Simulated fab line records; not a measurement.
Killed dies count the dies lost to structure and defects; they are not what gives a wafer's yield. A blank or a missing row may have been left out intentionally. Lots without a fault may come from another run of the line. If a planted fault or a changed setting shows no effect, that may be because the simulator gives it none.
Which of the tools did it? + flow nand_harc + 36 wafers from 12 lots sampled at 2 of the route's 1302 steps

## WHAT THE GAUGES SHOWED, per wafer
NHARC_A_ONON_D2_THK_MEAS_21: measures by ellipsometry.
| lot  | measured     | on            | thk_nm (nm)    |
|------|--------------|---------------|----------------|
| L075 | day 13 00:58 | film_metro-02 | 1010 1011 1011 |
| L077 | day 14 08:26 | film_metro-01 | 1006 1005 1005 |
| L080 | day 14 22:46 | film_metro-02 | 990 992 992    |
| L082 | day 15 21:17 | film_metro-02 | 1012 1009 1010 |
| L083 | day 16 02:43 | film_metro-01 | 999 1001 998   |
| L085 | day 17 14:26 | film_metro-01 | 996 996 995    |
| L087 | day 18 21:07 | film_metro-02 | 993 995 995    |
| L089 | day 19 04:53 | film_metro-02 | 1002 1003 1003 |
| L091 | day 20 00:12 | film_metro-02 | 996 993 993    |
| L093 | day 21 00:12 | film_metro-02 | 1001 1003 1002 |
| L096 | day 21 19:29 | film_metro-02 | 1010 1009 1009 |
| L097 | day 22 20:34 | film_metro-02 | 1020 1020 1017 |

## WHICH TOOL RAN EACH LOT (tool, then ch and the chambers of the sampled wafers, then the start)
| lot  | NHARC_A_DECK1_JOINT_ETCHBACK_07  |
|------|----------------------------------|
| L075 | rie_si-01 ch 0,2,3, day 11 02:31 |
| L077 | rie_si-02 ch 0,1,2, day 12 04:54 |
| L080 | rie_si-04 ch 0,1,2, day 13 01:08 |
| L082 | rie_si-04 ch 2,3, day 14 00:14   |
| L083 | rie_si-01 ch 0,1,2, day 14 08:04 |
| L085 | rie_si-01 ch 0,1,3, day 15 16:49 |
| L087 | rie_si-04 ch 0,3, day 16 21:57   |
| L089 | rie_si-04 ch 0,1,3, day 17 05:10 |
| L091 | rie_si-01 ch 0,1,2, day 18 03:29 |
| L093 | rie_si-02 ch 0,1,2, day 19 00:43 |
| L096 | rie_si-01 ch 0,1, day 19 21:27   |
| L097 | rie_si-02 ch 0,1,3, day 20 17:47 |
- NHARC_A_DECK1_JOINT_ETCHBACK_07: etches the open film in HBr, target depth 105 nm, time 26.9 s.

## THE ANSWER, worked out from the rows above alone
Rule: usual is defined by the lots themselves. Put in order of their means at a reading, lots are off if they are a third of the lots or fewer, leave a main group of 4 or more, and stand apart from it by a gap of 3 or more times the standard deviation of the main group's means; of several such gaps the widest counts. A main group is skipped when, at the precision printed for the reading in the tables above, its means are all equal. Also off: a lot with no number at a reading for which 4 or more lots have one. All remaining lots with rows at the step are treated as sound.
Across all readings shown, no lot is off: no conclusion can be drawn from this.

## WHAT WAS PUT IN BY THE SIMULATOR
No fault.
